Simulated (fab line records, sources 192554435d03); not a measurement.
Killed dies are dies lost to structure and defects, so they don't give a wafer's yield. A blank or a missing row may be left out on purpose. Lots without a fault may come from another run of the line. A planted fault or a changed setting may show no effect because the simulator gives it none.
Chamber matching | flow n5_finfet | N5_BEOL_M2_STRIP_36 on rie_diel-02: 4 sister chambers
The step strips in N2/H2. 4 wafers are shown with their chamber, then 9 later ones without.

WAFERS WITH THEIR CHAMBER
wafer  | chamber | showerhead_plenum_p_Torr (Torr)
L083.5 | 3       | 2.53
L084.1 | 0       | 2.39
L084.3 | 2       | 2.63
L084.4 | 1       | 2.62

WAFERS WITHOUT THEIR CHAMBER
wafer  | showerhead_plenum_p_Torr (Torr)
L091.2 | 2.52
L091.3 | 2.61
L091.6 | 2.61
L093.1 | 2.52
L093.3 | 2.61
L093.6 | 2.38
L096.1 | 2.62
L096.3 | 2.51
L096.5 | 2.62

WHICH CHAMBER EACH WENT THROUGH
wafer  | from the rows above     | in truth
L091.2 | 3                       | 3
L091.3 | can't be placed: 1 or 2 | 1
L091.6 | can't be placed: 1 or 2 | 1
L093.1 | 3                       | 3
L093.3 | can't be placed: 1 or 2 | 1
L093.6 | 0                       | 0
L096.1 | can't be placed: 1 or 2 | 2
L096.3 | 3                       | 3
L096.5 | can't be placed: 1 or 2 | 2
Placed correctly: 4 of 9. Can't be placed from these rows: 5 (the true chamber is among the candidates in 5). Placed wrongly: 0.
How it was worked out, from the rows above alone: a wafer's distance from a chamber is the root of the sum, over the readings, of the square of ((its reading less the chamber's mean) divided by the reading's scatter). The wafer belongs to the nearest chamber; if the next one is less than 2 further off, it can't be placed. A chamber's mean is the mean of its shown wafers. The scatter: with one shown wafer a chamber, the root of the mean of the squares of how far each hidden wafer lies from its nearest shown one.
